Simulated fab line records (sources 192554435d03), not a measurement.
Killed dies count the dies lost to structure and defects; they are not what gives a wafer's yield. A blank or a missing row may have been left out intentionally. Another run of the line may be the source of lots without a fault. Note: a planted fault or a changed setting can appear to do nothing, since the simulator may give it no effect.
Code-filled problem report in 8D (eight disciplines) form	flow n5Finfet	the parts of the form that need people (team, actions taken, sign-off) are left out

== 1. THE PROBLEM ==
At N5_WELL_APT_IMPLANT_15, doseIonsCm2 averages 1.1786e+13 over 6 wafers from 2 lots, while fault-free wafers read 1.4998e+13, standard deviation 1.5e+10. That is -99 or more standard deviations from the usual mean.
First observed at day 5 14:51: wafer L184.2, on implanter-02. The record holds 30 wafers of 10 lots with a number at this step. By rule, "out" or "out of limits" means more than 4 standard deviations away from the usual mean. The other wafers with a number count as sound.

== 2. WHAT IT IS, WHAT IT ISN'T ==
question	is	is not
which readings at this step	doseIonsCm2, faradayCurrentUA	rotationDeg
which lots	L184, L186	L170, L173, L175, L176, L177, L179, L181, L191
which wafers of those lots	all that have a number	-
read on which tools	implanter-02	implanter-01
when	from day 5 14:51	up to then (21 sound wafers); but 3 sound wafers of L191 came after

== 3. WHAT RULES OUT EACH SUSPECT ==
Counting: any tool at a process step up to the reading is kept as a suspect provided that every lot that is out went through it and no sound lot did after the first of them.
- implanter-02 at N5_WELL_APT_IMPLANT_15: kept. Every lot that is out went through it, starting with L184 (day 5 14:51), and after that it ran no sound lot; the last sound lot it ran before then is L179 (day 4 08:09). Out on those wafers are its own readings of doseIonsCm2, faradayCurrentUA.
Left after counting: implanter-02 at N5_WELL_APT_IMPLANT_15.

== 4. THE CAUSE (what the simulator had put in) ==
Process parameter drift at N5_WELL_APT_IMPLANT_15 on implanter-02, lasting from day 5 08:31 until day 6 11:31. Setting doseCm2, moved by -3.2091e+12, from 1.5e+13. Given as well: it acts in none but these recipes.
This tool alone remained once counting was done.

== 5. THE CHAIN OF EFFECTS, in route order ==
Rows list readings where the struck wafers' mean (over those with a number) sits beyond 3 standard deviations from the usual. Readings are gone through only where the record gives a usual standard deviation; hours: the median, over the lots, of the time from a lot's start at the first step in this table giving one to that lot's start at this step; sigmas: the change measured in usual standard deviations.
hours	step	reading	usual	on struck wafers	change	sigmas
0	N5_WELL_APT_IMPLANT_15	doseIonsCm2	1.4998e+13	1.1786e+13	-3.2117e+12	-99 or more
0	N5_WELL_APT_IMPLANT_15	faradayCurrentUA	190	152	-38	-9.5
Its process steps:
- N5_WELL_APT_IMPLANT_15
At these later measuring or inspecting steps, every struck wafer for which the step has a row has a number for every such reading, and none has moved that far: N5_WELL_APT_INSPECT_27, N5_BEOL_M4_RC_MEAS_101.

== 6. WHAT WOULD HAVE CAUGHT IT SOONER ==
6 hours passed between the start of the fault at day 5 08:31 and the first reading out of limits in this record, taken at day 5 14:51.
